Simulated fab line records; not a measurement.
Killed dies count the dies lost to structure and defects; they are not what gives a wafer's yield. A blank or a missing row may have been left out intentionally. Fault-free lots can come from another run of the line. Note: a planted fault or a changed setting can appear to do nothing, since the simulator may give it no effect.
Which tool was responsible?	flow nandHarc	Sampling: 11 lots, 33 wafers, 6 of 1302 route steps

WHAT THE GAUGES READ, wafer by wafer
NHARC_A_CONTACT_CD_MEAS_69: target cd 300 nm.
lot	measured	on	cdNm (nm)
L074	day 22 19:42	cdSem-02	300.3 299.4 299.2
L076	day 22 16:38	cdSem-01	298.8 298.1 299.2
L080	day 25 01:40	cdSem-03	299.7 299.2 300.2
L081	day 25 05:47	cdSem-03	300.2 299.5 300.2
L082	day 26 00:21	cdSem-02	299.6 300.3 300.4
L084	day 26 10:19	cdSem-03	299.4 300.4 300.5
L088	day 27 18:23	cdSem-02	300.4 299.9 299.3
L090	day 29 07:32	cdSem-02	299.3 299.4 299.3
L094	day 30 02:15	cdSem-02	298.9 299.8 299.3
L093	day 30 07:47	cdSem-02	299.1 299.0 300.0
L095	day 31 02:53	cdSem-02	300.5 299.7 299.8

WHICH TOOL RAN EACH LOT (tool, then ch and the chambers of the sampled wafers, then the start)
lot	NHARC_A_SGD_CUT_STRIP_17	NHARC_A_SGD_CUT_STRIP_28	NHARC_A_SLIT_ETCH_29	NHARC_A_WL_FILL_STRIP_29	NHARC_A_CONTACT_ETCH_121
L074	rieDiel-01 ch 2,3, day 20 18:56 or earlier	rieDiel-07 ch 0,1, day 20 18:56 or earlier	rieDiel-11 ch 0,1,3, day 20 18:56	rieDiel-06 ch 1,2, day 21 15:43	harCapEtch-03 ch 0,1, day 22 10:50
L076	rieDiel-01 ch 1,2,3, day 20 22:43 or earlier	rieDiel-07 ch 0,3, day 20 22:43 or earlier	rieDiel-11 ch 0,1, day 20 22:43	rieDiel-09 ch 0,1, day 21 15:41	harCapEtch-03 ch 1, day 22 08:12
L080	rieDiel-05 ch 0,2,3, day 22 06:08 or earlier	rieDiel-05 ch 0,1,3, day 22 06:08	rieDiel-04 ch 0,2,3, day 22 20:41	rieDiel-09 ch 0,1,3, day 23 19:55	harCapEtch-01 ch 0,1, day 24 15:25
L081	rieDiel-07 ch 1,3, day 23 06:06 or earlier	rieDiel-07 ch 0,1,2, day 23 06:06 or earlier	rieDiel-12 ch 0,1,2, day 23 06:06	rieDiel-03 ch 1,3, day 24 00:38	harCapEtch-03 ch 0,1, day 24 22:48
L082	rieDiel-05 ch 0,1,3, day 23 12:14 or earlier	rieDiel-05 ch 0,3, day 23 12:14	rieDiel-04 ch 0,1,2, day 24 02:49	rieDiel-09 ch 0,2,3, day 24 22:17	harCapEtch-03 ch 0,1, day 25 15:13
L084	rieDiel-07 ch 1,2, day 24 16:50 or earlier	rieDiel-01 ch 0,2,3, day 24 16:50 or earlier	rieDiel-11 ch 0,2,3, day 24 16:50	rieDiel-06 ch 1,3, day 25 09:11	harCapEtch-01 ch 0,1, day 26 02:35
L088	rieDiel-05 ch 1,2,3, day 26 00:35 or earlier	rieDiel-07 ch 0,3, day 26 00:35 or earlier	rieDiel-04 ch 1,2,3, day 26 00:35	rieDiel-09 ch 2,3, day 26 20:02	harCapEtch-02 ch 0,1, day 27 11:52
L090	rieDiel-07 ch 0,1,2, day 26 20:10 or earlier	rieDiel-05 ch 0,1,3, day 26 20:10	rieDiel-04 ch 0,1, day 27 10:22	rieDiel-03 ch 0,3, day 28 02:43	harCapEtch-03 ch 0,1, day 28 18:56
L094	rieDiel-01 ch 0,1,2, day 28 04:02 or earlier	rieDiel-05 ch 0,2, day 28 04:02 or earlier	rieDiel-11 ch 1,3, day 28 04:02	rieDiel-09 ch 2,3, day 28 21:27	harCapEtch-03 ch 0,1, day 29 17:41
L093	rieDiel-05 ch 0,1,2, day 27 15:01 or earlier	rieDiel-07 ch 0,3, day 27 15:01	rieDiel-11 ch 0,2,3, day 28 05:50	rieDiel-03 ch 1,2, day 29 02:43	harCapEtch-03 ch 0,1, day 29 23:47
L095	rieDiel-05 ch 0,2,3, day 29 08:03 or earlier	rieDiel-05 ch 0,1,3, day 29 08:03 or earlier	rieDiel-04 ch 0,1,3, day 29 08:03	rieDiel-06 ch 0,2,3, day 30 01:53	harCapEtch-03 ch 0,1, day 30 18:25
- NHARC_A_SGD_CUT_STRIP_17: strips in O2.
- NHARC_A_SGD_CUT_STRIP_28: strips in O2, time 20 s.
- NHARC_A_SLIT_ETCH_29: etches the open film in CF4/O2, target depth 100 nm, overetch 10 nm, time 55 s.
- NHARC_A_WL_FILL_STRIP_29: strips in O2, time 20 s.
- NHARC_A_CONTACT_ETCH_121: etches the open film in C4F8/O2/Ar, time 190 s, target depth 1850 nm.

THE ANSWER, worked out from the rows above alone
Rule: what is usual is taken from the lots themselves. Put in order of their means at a reading, lots are off if they are a third of the lots or fewer, leave a main group of 4 or more, and stand apart from it by a gap of 3 or more times the standard deviation of the main group's means; of several such gaps the widest counts. Not used: any main group whose means are identical at the precision the tables above print for the reading. Also off: a lot with no number at a reading for which 4 or more lots have one. Where the step has rows for the other lots, those lots are counted as sound.
Across all readings shown, no lot is off: no conclusion can be drawn from this.

WHAT HAD BEEN PUT IN BY THE SIMULATOR
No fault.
